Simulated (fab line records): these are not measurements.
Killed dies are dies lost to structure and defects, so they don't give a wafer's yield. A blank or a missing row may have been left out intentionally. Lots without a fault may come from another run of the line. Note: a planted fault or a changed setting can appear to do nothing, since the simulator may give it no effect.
fab line records | flow n5Finfet
record: lots: 4 | wafers: 12 | lastDay: 16
route steps=1938 shown BEOL_M15@1821 PASS1_DEP@1831 MIM_BOT@1832 MIM_TOP@1834 MIM_TOP_LITHO@1839 PASSIVATION@1936
lots untouched by any fault: they come from a run of this same line in which no faults occurred
startH: hours from the record's first day to the start of the lot's first wafer shown | waitH: hours since the lot's step before | " as in the row above | L1.1+2: several wafers, shown together as one row | - either no value or no given start | * or withheld: withheld | < > ~ a bound
route shown NAME@n: names a module that has steps shown in the file, with the first one's number in the route | usual: average and standard deviation across the fault-free wafers | same: alike in all rows | chamber/n: place in a boat | sites: per-site readings | _std_site: the values' standard deviation | _edge_site: inner sites' mean taken away from outer sites' mean | radiusMm: for every site, how far away it sits from the centre of the wafer | mask NAME#n: copy n | behind: the tool/chamber that last shaped the wafer | hold: the reason the lot was held/the length of the hold in hours/how it ended | device: names the non-switching transistor (n, p or np) | end of line: the same wafers' tests at the end of the route | for a step that has no rows: nothing shown but its recipe | killed: at the first sort, the dies lost to defects and structure; wafer yield is something else | map: the dies of a wafer, with x for killed, . for not killed, _ for no die there
set.NAME: the setting the step ran with; set.NAME@STEP: the setting that earlier step ran with | model.NAME: the simulator's own value behind a step, which no gauge read
a table for each step, a row for each wafer; lots at some steps of the route
services: from which hour (startH, from the record's first day; less than 0 if before it) a tool's chamber was out of use, for how many hours, and why
== steps ==
step: N5_BEOL_M15_SPUTTER_45
recipe: material: Cu | targetThkA: 1000 | tempC: -20 | biasV: 60 | powerW: 26000 | chamberPressurePa: 0.13 | timeS: 16.67
step: N5_BEOL_M15_ECD_47
recipe: material: Cu | targetThkA: 18600
step: N5_BEOL_M15_ANNEAL_48
recipe: tempC: 225 | timeS: 90 | ambient: N2
step: N5_BEOL_M15_CMP_49
recipe: stopOn: SiO2 | tOverpolishS: 4.9 | downForcePsi: 2 | platenRpm: 80 | clearingPlatenDownForcePsi: 2 | clearingPlatenRpm: 80 | postCmpClean: cuAlkaline | targetThkNm: 850 | clearingPlatenPadVelocityMS: 1.5917 | padVelocityMS: 1.5917
step: N5_BEOL_M15_PRE_CLEAN_52
recipe: gas: NH3 | timeS: 15 | tempC: withheld | rfPowerW: 300
step: N5_BEOL_M15_DEP_53
recipe: material: SiCN | targetThkA: 500 | tempC: withheld | precursor: 3MS/NH3 | pressureTorr: 3 | rfW: 675 | timeS: 17.8
step: N5_PASSIVATION_PECVD_00
recipe: material: SiO2 | targetThkA: 2000 | tempC: 400 | precursor: SiH4/N2O | pressureTorr: 2.7 | rfW: 608 | timeS: 11.2
step: N5_MIM_BOT_DEGAS_01
recipe: ambient: vacuum | tempC: 300 | timeS: 60
step: N5_MIM_BOT_SPUTTER_00
recipe: material: TiN | targetThkA: 350 | tempC: 200 | powerW: 3000 | chamberPressurePa: 0.49996 | gas: Ar | reactivePartialPa: 0.37997 | timeS: 89.7
usual: throttleValvePct: 30.1/0.59
lot.wafer | tool          | chamber | startH | waitH | throttleValvePct
L653.2    | pvdSputter-01 | -       | 246.20 | 0.0   | 30.6
L653.3    | "             | -       | "      | "     | 29.9
L653.5    | "             | -       | "      | "     | 29.9
L664.1    | pvdSputter-01 | -       | 326.60 | 0.0   | 29.5
L664.4    | "             | -       | "      | "     | 30.2
L664.5    | "             | -       | "      | "     | 30.5
L665.1    | pvdSputter-01 | -       | 343.53 | 0.0   | 30.7
L665.2    | "             | -       | "      | "     | 30.3
L665.5    | "             | -       | "      | "     | 29.9
L672.2    | pvdSputter-03 | -       | 369.67 | 0.0   | 30.3
L672.5    | "             | -       | "      | "     | 29.6
L672.6    | "             | -       | "      | "     | 29.1
step: N5_MIM_TOP_ALD_00
recipe: material: Al2O3 | targetThkA: * | tempC: withheld | aldPrecursorFamily: TMA | aldCoReactant: O3 | pulseTimeS: withheld | purgeTimeS: 3 | coReactantPurgeTimeS: withheld | coReactantPulseTimeS: 3 | aldCycles: withheld
step: N5_MIM_TOP_ALD_01
recipe: material: HfO2 | targetThkA: 56 | tempC: withheld | aldPrecursorFamily: Hf-amide | aldCoReactant: O3 | pulseTimeS: 1 | purgeTimeS: 3 | coReactantPurgeTimeS: 2 | coReactantPulseTimeS: 3 | aldCycles: 62
step: N5_MIM_TOP_ALD_02
recipe: material: Al2O3 | targetThkA: * | tempC: withheld | aldPrecursorFamily: TMA | aldCoReactant: O3 | pulseTimeS: withheld | purgeTimeS: 3 | coReactantPurgeTimeS: withheld | coReactantPulseTimeS: 3 | aldCycles: withheld
step: N5_MIM_TOP_DEGAS_04
recipe: ambient: vacuum | tempC: 300 | timeS: 60
step: N5_MIM_TOP_SPUTTER_03
recipe: material: TiN | targetThkA: 350 | tempC: 200 | powerW: 3000 | chamberPressurePa: 0.49996 | gas: Ar | reactivePartialPa: 0.37997 | timeS: 89.7
step: N5_MIM_TOP_LITHO_HMDS_01
recipe: timeS: 60 | tempC: 120
step: N5_MIM_TOP_LITHO_COAT_02
recipe: spinRpm: * | resistThkNm: *
step: N5_MIM_TOP_LITHO_EBR_04
recipe: solvent: PGMEA | ebrWidthMm: 1.5
step: N5_MIM_TOP_LITHO_SOFTBAKE_03
recipe: tempC: 100 | timeS: 90
step: N5_MIM_TOP_LITHO_EXPOSE_05
recipe: maskId: MIM_TOP | na: 0.55 | sourceShape: conventional | sigmaOuter: 0.8 | polarization: unpolarized | targetCdNm: 2000 | doseMj: 20.5
step: N5_MIM_TOP_LITHO_PEB_06
recipe: pebTempC: withheld | pebTimeS: *
step: N5_MIM_TOP_LITHO_DEVELOP_07
recipe: developTimeS: 60 | rinseLiquid: diw | dry: airSpin | devTempC: 21
step: N5_MIM_TOP_LITHO_HARDBAKE_09
recipe: tempC: 130 | timeS: 120
step: N5_MIM_TOP_LITHO_INSPECT_12
recipe: mode: adi | inspectInstrument: macro
usual: rawDefectCount: 2.1/1.5
lot.wafer | tool             | chamber | startH | waitH | rawDefectCount
L653.2    | defectInspect-02 | -       | 248.17 | 0.0   | 2
L653.3    | "                | -       | "      | "     | 5
L653.5    | "                | -       | "      | "     | 3
L664.1    | defectInspect-01 | -       | 327.94 | 0.0   | 268
L664.4    | "                | -       | "      | "     | >300
L664.5    | "                | -       | "      | "     | 289
L665.1    | defectInspect-01 | -       | 344.65 | 0.0   | 293
L665.2    | "                | -       | "      | "     | 292
L665.5    | "                | -       | "      | "     | >300
L672.2    | defectInspect-01 | -       | 371.76 | 0.0   | 2
L672.5    | "                | -       | "      | "     | 1
L672.6    | "                | -       | "      | "     | 1
step: N5_MIM_TOP_LITHO_DESCUM_10
recipe: chemistry: O2 | timeS: 7.9 | sourcePowerW: 50 | biasPowerW: 20 | pressureMtorr: 20 | rfFrequencyHz: 2.712e+07 | tempC: 40 | o2FlowSccm: 225
step: N5_PASSIVATION_PROBE_49
usual: defectLimitedYield: 91.0/1.5 | killed_at_M0_to_M3: 34/11 | killed_at_M4_up: 14/5.3 | killedAtContacts: 13/7 | killedAtFrontEnd: 41/13 | killedAtOther: 4/3.1 | killedDies: 106/17 | killedOpen: 70/12 | killedShort: 35/8 | sort_bin_4_leakage: 0.00/0.007 | sort_bin_5_function: 5.2/0.98 | sort_bin_6_memory: 3.4/0.69 | sortNPass: 1074/17 | sortYieldPct: 91.0/1.5
same: grossDies: 1180 | killedAtBackSide: 0 | sort_bin_8_speed[%]: 0
lot.wafer | tool      | chamber | startH | waitH | defectLimitedYield[%] | killed_at_M0_to_M3 | killed_at_M4_up | killedAtContacts | killedAtFrontEnd | killedAtOther | killedDies | killedOpen | killedShort | sort_bin_4_leakage[%] | sort_bin_5_function[%] | sort_bin_6_memory[%] | sortNPass | sortYieldPct[%]
L664.1    | prober-02 | -       | 339.59 | 0.0   | 85.3                  | 14                 | 13              | 15               | 52               | 79            | 173        | 55         | 38          | 0                     | 9.5                    | 3.5                  | 1007      | 85.3
L664.4    | prober-02 | -       | 339.74 | 0.2   | 82.8                  | 18                 | 9               | 10               | 60               | 106           | 203        | 74         | 32          | 0                     | 11.4                   | 4.4                  | 977       | 82.8
L664.5    | prober-02 | -       | 339.79 | 0.2   | 83.4                  | 25                 | 5               | 13               | 48               | 105           | 196        | 58         | 35          | 0                     | 10.9                   | 3.6                  | 984       | 83.4
L665.1    | prober-02 | -       | 356.50 | 0.0   | 82.2                  | 26                 | 19              | 9                | 56               | 100           | 210        | 77         | 34          | 0                     | 11.3                   | 5.3                  | 970       | 82.2
L665.2    | prober-02 | -       | 356.55 | 0.1   | 83.9                  | 24                 | 16              | 8                | 37               | 105           | 190        | 59         | 28          | 0                     | 11.1                   | 3.8                  | 990       | 83.9
L665.5    | prober-02 | -       | 356.70 | 0.2   | 84.5                  | 33                 | 12              | 15               | 29               | 94            | 183        | 64         | 26          | 0                     | 10.6                   | 3.6                  | 997       | 84.5
killed by level:class
L664.1 MIM_BOT:unspecified=75 STI_FIN_REVEAL:geometricParticle:open=19 FIN_SAQP:geometricParticle:short=12 MOL_CONTACT_COAG:geometricParticle:open=11 STI_FIN_REVEAL:geometricParticle:short=7 FIN_SAQP:geometricParticle:open=5 BEOL_M0_SAQP:geometricParticle:short=5 MOL_CONTACT_COAG:geometricParticle:short=4
L664.4 MIM_BOT:unspecified=96 STI_FIN_REVEAL:geometricParticle:open=22 FIN_SAQP:geometricParticle:short=10 FIN_SAQP:geometricParticle:open=8 MOL_CONTACT_COAG:geometricParticle:open=7 BEOL_M0_SAQP:geometricParticle:short=6 BEOL_M4:geometricParticle:open=5 MIM_TOP:geometricParticle:short=4
L664.5 MIM_BOT:unspecified=102 STI_FIN_REVEAL:geometricParticle:open=14 FIN_SAQP:geometricParticle:open=11 MOL_CONTACT_COAG:geometricParticle:open=9 FIN_SAQP:geometricParticle:short=8 BEOL_M0_SAQP:geometricParticle:open=5 BEOL_M0_SAQP:geometricParticle:short=5 BEOL_M0:geometricParticle:short=4
L665.1 MIM_BOT:unspecified=99 STI_FIN_REVEAL:geometricParticle:open=23 BEOL_M0_SAQP:geometricParticle:short=9 DUMMY_GATE:geometricParticle:open=7 MOL_CONTACT_COAG:geometricParticle:open=7 FIN_SAQP:geometricParticle:short=6 BEOL_M4:geometricParticle:open=6 BEOL_M3:geometricParticle:open=6
L665.2 MIM_BOT:unspecified=101 STI_FIN_REVEAL:geometricParticle:open=10 BEOL_M0_SAQP:geometricParticle:short=7 BEOL_M4:geometricParticle:open=6 DUMMY_GATE:geometricParticle:short=5 MOL_CONTACT_COAG:geometricParticle:open=5 BEOL_M3:geometricParticle:open=5 DUMMY_GATE:geometricParticle:open=4
L665.5 MIM_BOT:unspecified=93 MOL_CONTACT_COAG:geometricParticle:open=13 BEOL_M0_SAQP:geometricParticle:open=9 GATE_CUT:geometricParticle:short=8 BEOL_M0_SAQP:geometricParticle:short=7 BEOL_M2:geometricParticle:open=6 BEOL_M4:geometricParticle:open=6 BEOL_M3:geometricParticle:open=5
map L664.4 (x killed, . not)
_________________....x.......________________
______________....x............._____________
___________.....x................x.__________
__________......................x..._________
________.......x.....................x_______
_______........x....x........x.....x...______
______...x......x....x.x................_____
_____.............x.....x.....x.x..x...x.____
____............x......x..................___
___x..x...x............x...................__
___...x..............xx....xx.....x....x...__
__..........x...x.........x.x.x............._
__.....x...x...x.......xx.xxxxxxxxxxx......._
_..x...................x..xxxxxxxxx..........
_................xx...xxxxxxxxxxxxx....x....x
_................x.....xxxxxxxxxxxx..x.x.....
_..x.x.................x.xxxxxxxxxx........x.
_............x.....x...xxxxxxxxxxxxxx........
_x........xx.xx.....x...xxxxxxxx.xx..........
_.....x..............xx..xxxxxxxx.....x......
_...x...xx.......x.x......xx...x....x........
__......x..................x...x............_
__.........x..............x................._
___........................................__
___...........x........x.....x....xx...x...__
____...................x..................___
_____...x....x....x...........x....x.....____
______.........x..x............x......x._____
_______x..x............x..x......x.....______
________...x..................xx.x...._______
__________.......xx........xx......._________
___________....x.......x...........__________
______________.............x...._____________
_________________...........x________________
map L665.1 (x killed, . not)
_________________..x.........________________
______________x................._____________
___________.......x........x.......__________
__________.........x............x..._________
________..x.....x....................._______
_______..x.....................x.x.....______
______........x.....xx.................._____
_____....xx...x..x......x......x.........____
____...x...x..x........x.x.......x....x...___
___..........x.x..xx.xx.x....x.............__
___.x..x.......x.xxxx.x..x............x....__
__.........x..xxxxx.xxx..x......x..........._
__..x.....xxxxxxxxxxx.x.x.......x..x....x..._
_.x.........xxxxxxxxxx.............x..x......
_x...x.....xxxxxxxxxxxxx....x.......x..x.....
_x........x.xxxxxxxxxx..x....................
_x...x....xxxxxxxxxxxxxxx..............x.....
_.x...x...x.xxxxxx.xxx.......................
_......x..x...xx.xx.xxxx........x..x.x.......
_.........x...x...xxxxx..............x.......
_.......x.....xx....xx........x..x....x.....x
__...x......x...xxx..x...............x.....x_
__....x.......x..x.........................._
___.............................x..........__
___........x.................x..x..........__
____..x.....x.......x........x....x.......___
_____......x.....................x.......____
______......................x.........x._____
_______.................x..............______
________.....x................x......._______
__________x.....x..................._________
___________..........x.............__________
______________...............x.._____________
_________________.......x..x.________________
== services ==
tool          | chamber | startH | hours | kind
pvdSputter-01 | -       | 365.77 | 7.8   | repair
== key ==
firstSign: step: N5_MIM_TOP_LITHO_INSPECT_12 | reading: rawDefectCount | direction: up | sigmas: 99+ | usual: 2.1 | struck: >290.3
effect: step: N5_PASSIVATION_PROBE_49 | reading: killedAtOther | direction: up | sigmas: 31 | usual: 4 | struck: 98
moreKillsBornAt: N5_MIM_BOT_SPUTTER_00@pvdSputter-01: 566
metAt N5_MIM_BOT_SPUTTER_00
struckWafers L664.1,L664.4,L664.5,L665.1,L665.2,L665.5
onsetBetween 246.20 326.60
fault: kind: chamberParticleSource | tool: pvdSputter-01 | chamber: - | onsetH: 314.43 | steps: N5_MIM_BOT_SPUTTER_00 | ratePerVisitCm2: 0.4524 | endH: 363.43
